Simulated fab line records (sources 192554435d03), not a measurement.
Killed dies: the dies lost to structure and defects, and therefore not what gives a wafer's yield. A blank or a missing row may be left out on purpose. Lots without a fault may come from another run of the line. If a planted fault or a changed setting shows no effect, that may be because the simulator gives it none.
Struck lot and sound lot, side by side    flow n5 finfet    37 steps out of a route of 1938
Sound: the wafers L846.2, L846.3, L846.6. The struck wafers were L861.2, L861.3, L861.5. At the end, the cause is stated.
At each step with rows: each side's tool, then ch and its chambers, then its first start. Under that, the readings that differ: sound wafers    struck wafers    difference of the means    sigmas: that difference in standard deviations of wafers without a fault.
alike: same words and numbers on both sides, and readings whose means sit less than 2 such deviations apart. not compared: any withheld reading, any reading some wafer has no value for, any bound like >300 that may hide the same value, and any number with overlapping values for which the record gives no deviation.
Wherever a step has rows on one side only, a row that says differs or no value, or a row with sigmas, the two part there. When numbers do not overlap yet have no deviation, they are printed without sigmas and do not part them. A reading missing from all wafers of one side parts the sides only when that side holds two or more wafers.

first, 9 steps without rows for these wafers: N5_MOL_CONTACT_COAG_COAT_104 (time 60 s, resist thk 12 nm); N5_MOL_CONTACT_COAG_COAT_58 (time 60 s, resist thk 10 nm); N5_MOL_CONTACT_COAG_COAT_02 (resist thk 30 nm); N5_MOL_CONTACT_COAG_EBR_04; N5_MOL_CONTACT_COAG_SOFTBAKE_03 (time 60 s); N5_MOL_CONTACT_COAG_EXPOSE_05 (exposes mask CA, defocus 0 nm); N5_MOL_CONTACT_COAG_PEB_06 (peb time 60 s); N5_MOL_CONTACT_COAG_DEVELOP_07 (develop time 30 s); N5_MOL_CONTACT_COAG_DESCUM_13 (chemistry O2, time 7 s).
N5_MOL_CONTACT_COAG_ETCH_59: etches underlayer in N2/H2, target depth 13 nm, time 10.4 s.
  sound on rie diel-06 ch 0,1,2, day 5 22:55; struck on rie diel-06 ch 2,3, day 9 15:07
  alike: drypump motor current A, etch rf on time s, oes product au, rf vpp V, showerhead plenum p Torr, throttle valve pct
  not compared: rf hours counter h
then, 26 steps without rows for these wafers: N5_MOL_CONTACT_COAG_ETCH_105 (etches SiARC in CF4, target depth 15.6 nm, time 26 s); N5_MOL_CONTACT_COAG_ETCH_106 (etches SOC in N2/H2, target depth 80 nm, overetch 16 nm, time 120 s); N5_MOL_CONTACT_COAG_STRIP_107 (strips in N2/H2); N5_MOL_CONTACT_COAG_STRIP_108 (strips in N2/H2); N5_MOL_CONTACT_COAG_CONTACT_ETCH_14 (etches SiO2 in C4F6/O2, target depth 27.5 nm, overetch 8.5 nm, time 20 s); N5_MOL_CONTACT_COAG_STRIP_109 (strips in C4F6/O2); N5_MOL_CONTACT_COAG_ETCH_15 (etches SiNx in CH3F/O2, stops on Si:P, target depth 7 nm); N5_MOL_CONTACT_COAG_ETCH_110 (etches Si in CF4/O2, target depth 2.5 nm, time 8 s); N5_MOL_CONTACT_COAG_STRIP_98 (strips in N2/H2); N5_MOL_CONTACT_COAG_IMPLANT_129; N5_MOL_CONTACT_COAG_PRECLEAN_111 (cleans in NF3:NH3, afs cycles 1, time 20 s, sublimation time 60 s); N5_MOL_CONTACT_COAG_TI_SIL_19 (material Ti, target thk 4.2 nm, time 15 s); N5_MOL_CONTACT_COAG_ALD_20 (deposits TiN, target thk 1.5 nm, pulse time 1 s, purge time 3 s); N5_MOL_CONTACT_COAG_SIL_ANNEAL_21 (time 60 s); N5_MOL_CONTACT_COAG_PRE_CLEAN_141 (time 60 s); N5_MOL_CONTACT_COAG_SPUTTER_143 (material Co, target thk 2.5 nm); N5_MOL_CONTACT_COAG_CO_FILL_22 (material Co, precursor CCTBA/H2, target thk 20 nm); N5_MOL_CONTACT_COAG_ANNEAL_113 (time 300 s); N5_MOL_CONTACT_COAG_PRE_CLEAN_142 (time 60 s); N5_MOL_CONTACT_COAG_SPUTTER_130 (material Co, target thk 47.5 nm); N5_MOL_CONTACT_COAG_PRECLEAN_125 (cleans in DIW, time 57.5 s); N5_MOL_CONTACT_COAG_SRD_126 (dry time 32 s); N5_MOL_CONTACT_COAG_CMP_23 (polishes, stops on SiO2, t overpolish 1.5 s, target thk 0 nm); N5_MOL_CONTACT_COAG_WET_ETCH_26 (target Co, target depth 13 nm); N5_MOL_CONTACT_COAG_WET_ETCH_116 (etches the open film in SC1-inhibited, target depth 4.6 nm, rinse time 30 s); N5_MOL_CONTACT_COAG_ALD_27 (deposits SiOC, target thk 17 nm, pulse time 1.5 s, time 2720 s).
-- here the record skips 8 days between the struck wafers' starts before and after, leaving off in module MOL_CONTACT_COAG and picking up in module PASSIVATION (first step shown: number 1936 of the route) --
N5_PASSIVATION_PROBE_49:
  record: rows for the struck wafers here (prober-02, day 17 07:04), none for the sound ones

WHERE THEY PART
Within this record, at N5_PASSIVATION_PROBE_49 only.

WHY: what had been put in by the simulator
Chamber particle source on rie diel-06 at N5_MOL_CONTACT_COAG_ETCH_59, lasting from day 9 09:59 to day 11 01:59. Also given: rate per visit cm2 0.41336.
